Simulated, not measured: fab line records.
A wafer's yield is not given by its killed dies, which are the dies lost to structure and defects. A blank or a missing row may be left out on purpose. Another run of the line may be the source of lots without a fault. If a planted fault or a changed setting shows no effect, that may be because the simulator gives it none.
Chamber matching | flow n5_finfet | rie_diel-03 running N5_BEOL_M7_ETCH_65: 4 sister chambers
The step etches SiARC in CF4, target depth 15.6 nm, time 26 s. 20 wafers are shown with their chamber, then 10 later ones without.

## WAFERS, EACH WITH ITS CHAMBER
wafer  | chamber | drypump_motor_current_A (A) | throttle_valve_pct (%) | showerhead_plenum_p_Torr (Torr)
L076.4 | 0       | 5.3                         | 15.64                  | 2.21
L076.5 | 2       | 4.8                         | 15.07                  | 2.11
L076.6 | 3       | 5.1                         | 15.50                  | 2.16
L080.1 | 2       | 4.8                         | 15.08                  | 2.11
L080.3 | 0       | 5.3                         | 15.67                  | 2.20
L080.4 | 1       | 5.2                         | 15.72                  | 2.21
L081.2 | 2       | 4.8                         | 15.09                  | 2.11
L081.4 | 2       | 4.8                         | 15.09                  | 2.11
L081.6 | 0       | 5.3                         | 15.66                  | 2.20
L088.1 | 3       | 5.1                         | 15.52                  | 2.16
L088.2 | 2       | 4.8                         | 15.11                  | 2.10
L088.3 | 0       | 5.3                         | 15.69                  | 2.20
L087.3 | 2       | 4.8                         | 15.11                  | 2.10
L087.5 | 2       | 4.8                         | 15.11                  | 2.10
L087.6 | 1       | 5.2                         | 15.75                  | 2.20
L090.1 | 2       | 4.8                         | 15.13                  | 2.10
L090.2 | 3       | 5.1                         | 15.57                  | 2.15
L090.5 | 0       | 5.4                         | 15.71                  | 2.20
L091.3 | 0       | 5.3                         | 15.70                  | 2.20
L091.4 | 2       | 4.8                         | 15.13                  | 2.10

SIGNATURES (means of the wafers above)
reading                  | chamber 0 | chamber 1 | chamber 2 | chamber 3 | scatter within a chamber
drypump_motor_current_A  | 5.317     | 5.200     | 4.800     | 5.100     | 0.0228
throttle_valve_pct       | 15.6783   | 15.7350   | 15.1022   | 15.5300   | 0.0251
showerhead_plenum_p_Torr | 2.2017    | 2.2050    | 2.1044    | 2.1567    | 0.00514
Rule: for each reading, subtract the chamber's mean from the wafer's reading, divide by that reading's scatter and square the result; add these up over the readings and take the root, which gives the wafer's distance from the chamber. The wafer belongs to the nearest chamber; if the next one is less than 2 further off, it can't be placed. The scatter is the square root of a quotient: the sum, over the shown wafers, of each reading's squared deviation from its chamber's mean, divided by wafers minus chambers.

## WAFERS WITH NO CHAMBER GIVEN
wafer  | drypump_motor_current_A (A) | throttle_valve_pct (%) | showerhead_plenum_p_Torr (Torr)
L091.6 | 4.8                         | 15.11                  | 2.10
L093.1 | 5.1                         | 15.56                  | 2.15
L093.4 | 4.8                         | 15.12                  | 2.10
L093.6 | 5.2                         | 15.77                  | 2.20
L097.3 | 5.1                         | 15.57                  | 2.15
L097.4 | 5.3                         | 15.72                  | 2.19
L097.6 | 5.1                         | 15.77                  | 2.20
L096.1 | 5.2                         | 15.76                  | 2.20
L096.3 | 5.1                         | 15.58                  | 2.15
L096.5 | 5.1                         | 15.57                  | 2.15

## THE CHAMBER EACH PASSED THROUGH
wafer  | from the rows above | in truth
L091.6 | 2                   | 2
L093.1 | 3                   | 3
L093.4 | 2                   | 2
L093.6 | 1                   | 1
L097.3 | 3                   | 3
L097.4 | 0                   | 0
L097.6 | 1                   | 1
L096.1 | 1                   | 1
L096.3 | 3                   | 3
L096.5 | 3                   | 3
Correctly placed: 10 of 10. From these rows, 0 cannot be placed. 0 placed wrongly.
